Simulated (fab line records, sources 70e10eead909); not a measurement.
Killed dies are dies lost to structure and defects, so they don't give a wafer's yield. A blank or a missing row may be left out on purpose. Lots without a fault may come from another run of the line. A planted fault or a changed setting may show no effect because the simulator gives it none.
A struck lot beside a sound one | flow nand_harc | 15 steps out of a route of 1302
Sound: wafers L644.2, L644.4, L644.6. Struck: wafers L640.3, L640.5. The cause comes at the end.
At each step with rows: each side's tool, then ch and its chambers, then its first start. Under that, the readings that differ: sound wafers | struck wafers | difference of the means | sigmas: that difference in standard deviations of wafers without a fault.
alike: readings whose means differ by less than 2 such deviations, and words and numbers that are the same on both sides. not compared: withheld readings, readings that some wafer has no value for, bounds like >300 that may hide the same value, and numbers for which the record gives no deviation and whose values overlap.
The two part at a step that has a row with sigmas, a row that says differs or no value, or rows on one side only. Numbers that don't overlap but have no deviation are shown without sigmas and don't part them. A reading that every wafer of one side lacks parts them only if that side has two wafers or more.

NHARC_A_DECK1_JOINT_ETCHBACK_07: etches the open film in HBr, target depth 105 nm, time 26.9 s.
  sound on rie_si-05 ch 1,2, day 19 14:55; struck on rie_si-06 ch 1, day 18 01:24
  reading               | sound             | struck      | difference | sigmas
  oes_product_au (a.u.) | 0.991 0.983 0.987 | 1.016 1.007 | +0.024     | +2
  alike: chamber_pressure_mTorr, drypump_motor_current_A, rf_fwd_power_W, throttle_valve_pct
  not compared: rf_hours_counter_h
then, 8 steps without rows for these wafers: NHARC_A_DECK1_JOINT_ETCH_25 (etches SiO2 in dHF, target depth 0.5 nm); NHARC_A_DECK1_JOINT_ETCH_19 (etches poly-Si in TMAH, target depth 3 nm); NHARC_A_DECK1_JOINT_ETCH_18 (etches SiO2 in dHF, target depth 3 nm); NHARC_A_DECK1_JOINT_WET_08 (chemistry H3PO4, time 86 s); NHARC_A_DECK1_JOINT_ETCH_09 (etches SiO2 in dHF, target depth 5 nm); NHARC_A_DECK1_JOINT_WET_10 (chemistry H3PO4, time 86 s); NHARC_A_DECK1_JOINT_ETCH_11 (etches SiO2 in dHF, target depth 35 nm); NHARC_A_DECK1_JOINT_CVD_12 (deposits poly-Si, target thk 90 nm, time 1800 s).
NHARC_A_DECK1_JOINT_CMP_13: polishes, target thk 51.023 nm.
  sound on cmp-04 ch 0,3, day 20 01:20; struck on cmp-04 ch 1,3, day 18 11:46
  alike: motor_current_A, time_to_endpoint_s
NHARC_A_DECK1_JOINT_THK_MEAS_14: measures by ellipsometry.
  sound on film_metro-01, day 20 01:34; struck on film_metro-01, day 18 11:56
  alike: thk_nm
then, 1 step without rows for these wafers: NHARC_A_DECK1_JOINT_SRD_04.
NHARC_A_DECK1_JOINT_ETCHBACK_00: etches the open film in HBr, target depth 30 nm, time 17.4 s.
  sound on rie_si-01 ch 1,3, day 20 01:42; struck on rie_si-05 ch 0, day 18 12:04
  reading               | sound             | struck      | difference | sigmas
  oes_product_au (a.u.) | 1.000 1.000 0.999 | 0.807 0.801 | -0.196     | -16
  rf_fwd_power_W (W)    | 344.2 343.9 347.4 | 340.3 342.1 | -4.0       | -2
  alike: chamber_pressure_mTorr, drypump_motor_current_A, throttle_valve_pct
  not compared: rf_hours_counter_h
then, 1 step without rows for these wafers: NHARC_A_DECK1_JOINT_PRECLEAN_30 (cleans in SC1).
-- the record jumps here: 13 days lie between the struck wafers' starts before and after (it left off in module A_DECK1_JOINT and takes up again in module END, whose first step shown is number 1302 of the route) --
NHARC_END_SORT_01:
  sound on prober-01 ch 0, day 32 21:18; struck on prober-02 ch 0, day 31 11:38
  alike: killed_at_array, killed_at_other, killed_at_periphery, killed_dies, killed_open, killed_short

WHERE THEY PART
First at NHARC_A_DECK1_JOINT_ETCHBACK_07; last, within this record, at NHARC_A_DECK1_JOINT_ETCHBACK_00. Later steps at which nothing parts them and some readings are alike: NHARC_END_SORT_01.

WHY: what the simulator had put in
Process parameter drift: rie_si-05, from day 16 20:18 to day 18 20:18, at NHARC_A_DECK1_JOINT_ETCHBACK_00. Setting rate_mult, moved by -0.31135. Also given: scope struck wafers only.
